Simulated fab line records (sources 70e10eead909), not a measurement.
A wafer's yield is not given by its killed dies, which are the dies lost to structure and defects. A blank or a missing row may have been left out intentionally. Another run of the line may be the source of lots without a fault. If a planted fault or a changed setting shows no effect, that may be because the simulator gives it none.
Which tool did it? -- flow nand-harc -- Sampling: 6 lots, 18 wafers, 3 of 1302 route steps

## WHAT THE GAUGES SHOWED, per wafer
NHARC_A_CONTACT_INSPECT_10.
lot,measured,on,raw-defect-count
L170,day 23 04:08,defect-inspect-01,62 78 68
L172,day 25 02:43,defect-inspect-02,151 168 155
L174,day 25 13:04,defect-inspect-02,64 62 76
L179,day 27 05:16,defect-inspect-01,123 116 132
L183,day 28 17:10,defect-inspect-02,114 135 115
L185,day 29 09:04,defect-inspect-01,67 81 83

## TOOL THAT RAN EACH LOT (tool first, then ch and the chambers of the sampled wafers, then the start)
lot,NHARC_A_CONTACT_DEP_84,NHARC_A_CONTACT_DEP_85
L170,"acl-dep-03 ch 0, day 23 01:33","pecvd-01 ch 0,1,2, day 23 03:17"
L172,"acl-dep-02 ch 0, day 25 00:49","pecvd-02 ch 0,1,2, day 25 02:01"
L174,"acl-dep-02 ch 0, day 25 11:02","pecvd-02 ch 0,1, day 25 12:13"
L179,"acl-dep-02 ch 0, day 27 02:56","pecvd-02 ch 0,1, day 27 04:25"
L183,"acl-dep-02 ch 0, day 28 14:59","pecvd-04 ch 0,1,2, day 28 16:31"
L185,"acl-dep-02 ch 0, day 29 07:12","pecvd-04 ch 0,1,2, day 29 08:23"
- NHARC_A_CONTACT_DEP_84: deposits aC, target thk 2800 nm.
- NHARC_A_CONTACT_DEP_85: deposits SiON, target thk 60 nm.

## THE ANSWER, worked out from the rows above alone
Rule: the usual values come from the lots themselves. Put in order of their means at a reading, lots are off if they are a third of the lots or fewer, leave a main group of 4 or more, and stand apart from it by a gap of 3 or more times the standard deviation of the main group's means; of several such gaps the widest counts. The tables above print the reading to a certain number of digits; a main group whose means all agree to those digits is not used. A lot without any number at a reading at which 4 lots or more have one is off too. All remaining lots with rows at the step are treated as sound.
Nothing can be told from this: no lot is off at any reading shown.

## WHAT THE SIMULATOR PUT IN
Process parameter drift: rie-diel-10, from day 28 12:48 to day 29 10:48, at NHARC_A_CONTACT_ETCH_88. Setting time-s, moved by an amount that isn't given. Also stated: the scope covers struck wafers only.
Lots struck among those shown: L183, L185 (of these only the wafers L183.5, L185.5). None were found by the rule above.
